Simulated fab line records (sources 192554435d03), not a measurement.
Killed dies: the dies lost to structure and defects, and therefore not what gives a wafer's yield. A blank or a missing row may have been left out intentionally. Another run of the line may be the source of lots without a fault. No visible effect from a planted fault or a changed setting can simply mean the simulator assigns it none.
Which tool did it? + flow n5Finfet + 16 wafers from 6 lots sampled at 3 of the route's 1938 steps

WHAT THE GAUGES SHOWED, per wafer
N5_WELL_APT_CD_MEAS_08: the cd target is 200 nm.
| lot  | measured    | on       | cdNm (nm)         |
|------|-------------|----------|-------------------|
| L292 | day 1 19:49 | cdSem-03 | 200.4 202.2 199.3 |
| L295 | day 2 13:35 | cdSem-03 | 199.9 201.8 198.0 |
| L301 | day 4 01:42 | cdSem-01 | 180.1 202.4       |
| L304 | day 4 20:56 | cdSem-02 | 177.8 202.0       |
| L312 | day 6 19:50 | cdSem-03 | 198.1 198.7 199.1 |
| L314 | day 7 08:02 | cdSem-01 | 197.9 198.6 198.9 |

WHAT TOOL EACH LOT RAN ON (gives the tool, then ch and the chambers of the sampled wafers, and finally the start)
| lot  | N5_ZERO_LAYER_ETCH_17            | N5_WELL_APT_PEB_06              |
|------|----------------------------------|---------------------------------|
| L292 | rieDiel-04 ch 0,1,3, day 1 18:51 | lithoTrack-04 ch 0, day 1 19:42 |
| L295 | rieDiel-02 ch 0,1,3, day 2 12:44 | lithoTrack-02 ch 0, day 2 13:28 |
| L301 | rieDiel-04 ch 1,3, day 4 00:44   | lithoTrack-02 ch 0, day 4 01:35 |
| L304 | rieDiel-02 ch 1,3, day 4 20:05   | lithoTrack-02 ch 0, day 4 20:49 |
| L312 | rieDiel-02 ch 1,3, day 6 18:52   | lithoTrack-05 ch 0, day 6 19:43 |
| L314 | rieDiel-04 ch 2,3, day 7 07:05   | lithoTrack-05 ch 0, day 7 07:56 |
- N5_ZERO_LAYER_ETCH_17: etches SiO2 in CF4, target depth 12 nm, time 13.3 s.
- N5_WELL_APT_PEB_06: peb time 90 s.

THE ANSWER, worked out from the rows above alone
Rule: what is usual is taken from the lots themselves. The widest of any qualifying gaps counts: lots, ordered by their means at a reading, are off when they make up no more than a third of the lots, leave a main group of 4 or more, and stand apart from it by 3 or more times the standard deviation of that group's means. The tables above print the reading to a certain number of digits; a main group whose means all agree to those digits is not used. A lot without any number at a reading at which 4 lots or more have one is off too. The other lots that the step has rows for count as sound.
Off: L301, L304, at N5_WELL_APT_CD_MEAS_08 (cdNm). For the main group the mean is 199.4 nm and the standard deviation 0.9.
A tool fits if, at a process step before that reading, it ran every lot that is off, and no sound lot after the first of them. Gauges at N5_WELL_APT_CD_MEAS_08: tried the same way as those tools. One candidate fits, namely lithoTrack-02 at N5_WELL_APT_PEB_06. A fault onset in the window from L295 (day 2 13:28, its last sound lot) to L301 (day 4 01:35, its first lot off) fits.

WHAT THE SIMULATOR HAD INSERTED
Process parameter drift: lithoTrack-02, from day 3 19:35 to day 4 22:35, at N5_WELL_APT_PEB_06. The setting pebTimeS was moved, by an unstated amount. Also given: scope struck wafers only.
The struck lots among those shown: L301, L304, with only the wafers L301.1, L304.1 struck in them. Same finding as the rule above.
